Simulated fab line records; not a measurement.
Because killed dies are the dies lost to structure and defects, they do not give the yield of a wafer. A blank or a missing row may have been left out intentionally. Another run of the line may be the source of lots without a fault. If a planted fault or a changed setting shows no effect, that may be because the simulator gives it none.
Split-lot trial | flow n5-finfet | 21 wafers read across 7 lots, on a route 1938 steps long

== THE SPLIT ==
At N5_BEOL_M12_TRENCH_ETCH_34 (etches SiOC in C4F8/O2/Ar, target depth 318.95 nm, time 125.5 s), the setting time-s was moved away from the recipe's 125.5 s on 7 of the 21 wafers read, by -21.7% to +22.2%. This setting was run at the recipe's value on the other wafers.

== FROM THE SPLIT TO THE READING: what the file shows between them, 10 steps ==
- N5_BEOL_M12_STRIP_70: strips in C4F8/O2/Ar
- N5_BEOL_M12_OCD_MEAS_35
- N5_BEOL_M12_STRIP_37: strips in N2/H2
- N5_BEOL_M12_ETCH_38: etches SiCN in CF4/N2, target depth 68.7 nm, time 73.4 s
- N5_BEOL_M12_ECD_47: material Cu, target thk 720 nm
- N5_BEOL_M12_ANNEAL_48: time 90 s
- N5_BEOL_M12_CMP_49: polishes, stops on SiOC, t overpolish 20.6 s, target thk 320 nm
- N5_BEOL_M12_THK_MEAS_50: measures by xrf
- N5_BEOL_M12_PRE_CLEAN_52: time 15 s
- N5_BEOL_M12_DEP_53: deposits SiCN from 3MS/NH3, target thk 30 nm, time 10.5 s

== THE READING ==
M12_RS, in ohm/sq, at N5_BEOL_M12_RS_MEAS_54 (measures by four-point-probe). Typical for fault-free wafers on this fab line: 0.0599 ohm/sq, with standard deviation 0.0012 ohm/sq.

wafer  | tool, chamber at the split | time-s as run, s | against the recipe | M12_RS, ohm/sq | against lot-mates on the recipe
L077.2 | rie-diel-04, 1             | 125.5            | recipe             | 0.0582         | -
L077.4 | rie-diel-04, 0             | 125.5            | recipe             | 0.0606         | -
L077.5 | rie-diel-04, 0             | 125.5            | recipe             | 0.0598         | -
L076.1 | rie-diel-06, 2             | 125.5            | recipe             | 0.0613         | -
L076.2 | rie-diel-06, 1             | 125.5            | recipe             | 0.0592         | -
L076.6 | rie-diel-06, 2             | 116.8            | -6.9%              | 0.0668         | +0.0066
L081.4 | rie-diel-04, 1             | 101              | -19.5%             | 0.0733         | +0.0153
L081.5 | rie-diel-04, 2             | 101              | -19.5%             | 0.0753         | +0.0173
L081.6 | rie-diel-04, 1             | 125.5            | recipe             | 0.0580         | -
L080.2 | rie-diel-06, 0             | 125.5            | recipe             | 0.0585         | -
L080.5 | rie-diel-06, 1             | 153.3            | +22.2%             | 0.0484         | -0.0103
L080.6 | rie-diel-06, 0             | 125.5            | recipe             | 0.0590         | -
L084.1 | rie-diel-02, 3             | 125.5            | recipe             | 0.0608         | -
L084.4 | rie-diel-02, 0             | 125.5            | recipe             | 0.0582         | -
L084.5 | rie-diel-02, 0             | 98.28            | -21.7%             | 0.0752         | +0.0157
L085.2 | rie-diel-04, 1             | 125.5            | recipe             | 0.0586         | -
L085.3 | rie-diel-04, 3             | 107.7            | -14.2%             | 0.0705         | +0.0119
L085.5 | rie-diel-04, 1             | 107.7            | -14.2%             | 0.0692         | +0.0106
L095.1 | rie-diel-04, 3             | 125.5            | recipe             | 0.0614         | -
L095.2 | rie-diel-04, 0             | 125.5            | recipe             | 0.0603         | -
L095.5 | rie-diel-04, 0             | 125.5            | recipe             | 0.0606         | -

FIT RESULTS
A straight line over all 21 wafers: M12_RS changes by -0.000671 ohm/sq for each +1% of time-s; r = -0.98; the points scatter about the line by 0.0015 ohm/sq.
The same after taking each lot's own level away (the mean of its wafers on the recipe; 21 wafers): -0.000698 ohm/sq for each +1%; r = -0.98; scatter 0.0016 ohm/sq.
That fit puts the effect of the largest move of time-s on the reading at 0.015 ohm/sq.
The span of the lots' own levels, 0.05800 to 0.06077 ohm/sq, comes to 2.3 times the standard deviation stated above.
Hence the lot-to-lot level has little effect on the slope; both slopes agree.
Check: -0.0175 ohm/sq against its lot-mates is what the line predicts for one of the wafers moved furthest among these (+22.2%) when that wafer is left out of the fit. It came out at -0.0103 ohm/sq against them.

== THESE WAFERS: OTHER SPLITS ==
These wafers also went through other splits before the reading. Each is held against what the fit with the lots' levels taken away leaves over:
other split on the same wafers | wafers away from the commonest value | r with M12_RS (lot level and that fit taken away)
N5_BEOL_M10_COAT_22 spin-rpm   | 6                                    | -0.08

== THE WHOLE CHAIN: every reading that the file lists as answering this split, in the file's order ==
step                       | what it does                                                    | reading                                                                       | change (the file's fit)               | r (the file's)
N5_BEOL_M12_TRENCH_ETCH_34 | etches SiOC in C4F8/O2/Ar, target depth 318.95 nm, time 125.5 s | etch.depth-nm (the simulator's own value, which no gauge read)                | +3.21 nm for each +1% of the setting  | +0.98
N5_BEOL_M12_OCD_MEAS_35    |                                                                 | trench-depth-nm                                                               | +3.21 nm for each +1% of the setting  | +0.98
N5_BEOL_M12_CMP_49         | polishes, stops on SiOC, t overpolish 20.6 s, target thk 320 nm | Cu_of_BEOL_M12_ECD_47.thk-nm (the simulator's own value, which no gauge read) | +3.23 nm for each +1% of the setting  | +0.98
N5_BEOL_M12_THK_MEAS_50    | measures by xrf                                                 | M12_THK                                                                       | +3.21 for each +1% of the setting     | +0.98
N5_BEOL_M12_RS_MEAS_54     | measures by four-point-probe                                    | M12_RS                                                                        | -0.000687 for each +1% of the setting | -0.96

== THE FILE'S OWN FIT ==
M12_RS changes by -0.000687 ohm/sq for each +1% of time-s, r = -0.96.
